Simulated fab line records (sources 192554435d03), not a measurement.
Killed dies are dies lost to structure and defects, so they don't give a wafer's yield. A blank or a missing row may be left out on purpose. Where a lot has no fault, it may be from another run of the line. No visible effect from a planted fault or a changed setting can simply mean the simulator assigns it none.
A struck lot beside a sound one | flow n5-finfet | 35 out of 1938 route steps
Sound: the wafers L145.1, L145.4, L145.5. Struck: wafers L147.1, L147.4, L147.6. The cause is named last.
At each step with rows: each side's tool, then ch and its chambers, then its first start. Under that, the readings that differ: sound wafers | struck wafers | difference of the means | sigmas: that difference in standard deviations of wafers without a fault.
alike: readings with means less than 2 such deviations apart, plus words and numbers identical on both sides. not compared: withheld readings, readings lacking a value on some wafer, bounds such as >300 that could conceal the same value, and numbers that have no deviation in the record and whose values overlap.
A row with sigmas, a row that says differs or no value, or rows on one side alone: a step with any of these is where the two part. When numbers do not overlap yet have no deviation, they are printed without sigmas and do not part them. A reading missing from all wafers of one side parts the sides only when that side holds two or more wafers.

first, 12 steps without rows for these wafers: N5_SD_EPI_P_ETCH_37 (etches SOC in N2/H2, overetch 108 nm, time 486 s); N5_SD_EPI_P_STRIP_38 (strips in N2/H2); N5_SD_EPI_P_ETCHBACK_46 (etches SiNx in CH3F/O2, stops on SiO2, target depth 17.5 nm); N5_SD_EPI_P_ETCH_47 (etches SiOCN in CH3F/O2, target depth 25 nm); N5_SD_EPI_P_ETCH_16 (etches SiO2 in CHF3/O2, target depth 5 nm); N5_SD_EPI_P_STRIP_50 (strips in CHF3/O2); N5_SD_EPI_P_SD_RECESS_17 (chemistry HBr/Cl2/O2, target depth 39.1 nm, bt time 3 s); N5_SD_EPI_P_WET_ETCH_45 (etches SiO2 in dHF, time 10.7 s, target depth 2 nm, rinse time 30 s); N5_SD_EPI_P_STRIP_40 (strips in N2/H2); N5_SD_EPI_P_PRECLEAN_52 (cleans in O3/DIW, time 60 s); N5_SD_EPI_P_SRD_20 (time 30 s); N5_SD_EPI_P_PRECLEAN_51 (cleans in NF3:NH3, afs cycles 1, time 20 s, sublimation time 60 s).
N5_SD_EPI_P_VAPOR_ETCH_44: etches SiGe30 in NF3/Ar, time 3.3 s.
  sound on epi-rpcvd-02 ch 0, day 4 22:16; struck on epi-rpcvd-01 ch 0, day 5 11:45
then, 20 steps without rows for these wafers: N5_SD_EPI_P_EPI_21 (deposits SiGe:B, time 355 s); N5_SD_EPI_P_HM_STRIP_48 (strips SiNx in H3PO4, material SiNx, target depth 3 nm); N5_SD_EPI_P_SRD_49 (time 30 s); N5_SD_EPI_P_PRECLEAN_24 (cleans in O3/DIW, time 45 s); N5_SD_EPI_P_PRECLEAN_32 (cleans in dHF, time 10 s); N5_SD_EPI_P_PRECLEAN_33 (cleans in SC2, time 45 s); N5_SD_EPI_P_SRD_25 (time 30 s); N5_SD_ACTIVATION_RTA_00 (time 0 s); N5_SD_ACTIVATION_LSA_01 (time 0.0008 s); N5_ILD0_LINER_00 (material SiNx, target thk 4 nm, pulse time 1 s, purge time 2 s); N5_ILD0_FCVD_FILL_01 (material SiO2 flowable, target thk 200 nm, time 328.3 s); N5_ILD0_CURE_02 (time 1800 s); N5_ILD0_CMP_03 (polishes, stops on SiNx, t overpolish 1.9 s, target thk 197.38 nm); N5_ILD0_CMP_07 (polishes SiO2 flowable, stops on poly-Si, t overpolish 1.18 s, target thk 138.88 nm); N5_ILD0_PRECLEAN_10 (cleans in NF3:NH3, afs cycles 5, time 20 s, sublimation time 60 s); N5_ILD0_ALD_15 (deposits SiNx, target thk 24 nm, pulse time 1 s, ald cycles 480); N5_ILD0_CMP_12 (polishes SiNx, stops on poly-Si, t overpolish 6 s, target thk 17.67 nm); N5_SDB_HM_DEP_00 (deposits SiNx from SiH4/NH3/N2, target thk 40 nm, time 35.3 s); N5_SDB_COAT_03 (time 60 s, resist thk 100 nm); N5_SDB_COAT_04 (time 60 s, resist thk 18 nm).
-- the record jumps here: 5 days lie between the struck wafers' starts before and after (it left off in module SDB and takes up again in module BEOL_M4, whose first step shown is number 1111 of the route) --
N5_BEOL_M4_RC_MEAS_101:
  sound on prober-02 ch 0, day 9 15:28; struck on prober-02 ch 0, day 10 07:54
  no value came back on the struck wafers for any of 5 readings (DIBL_P (mV/V), IOFF_P (nA/um) and others); on the sound wafers DIBL_P (mV/V) reads 36.6 37.0 36.8
  alike: DIBL_N, IOFF_N, ION_N, SS_N, VT_N
-- record jumps: 4 days separate the struck wafers' starts on either side; left off in module BEOL_M4, taken up again in module PASSIVATION, whose first shown step is the route's number 1936 --
N5_PASSIVATION_PROBE_49:
  struck on prober-02, day 14 11:29; sound on prober-02, day 14 03:12
  reading                | sound          | struck            | difference | sigmas
  sort_bin_4_leakage (%) | 0 0 0          | 91.86 87.71 91.10 | +90.22     |
  sort-n-pass            | 1093 1093 1057 | 0 0 0             | -1081      | -64
  sort-yield-pct (%)     | 92.6 92.6 89.6 | 0 0 0             | -92        | -61
  alike: defect-limited-yield, killed_at_M0_to_M3, killed_at_M4_up, killed-at-contacts, killed-at-front-end, killed-at-other, killed-dies, killed-open, killed-short, sort_bin_5_function, sort_bin_6_memory

## WHERE THEY PART
First at N5_BEOL_M4_RC_MEAS_101; last, within this record, at N5_PASSIVATION_PROBE_49.

WHY: what had been put in by the simulator
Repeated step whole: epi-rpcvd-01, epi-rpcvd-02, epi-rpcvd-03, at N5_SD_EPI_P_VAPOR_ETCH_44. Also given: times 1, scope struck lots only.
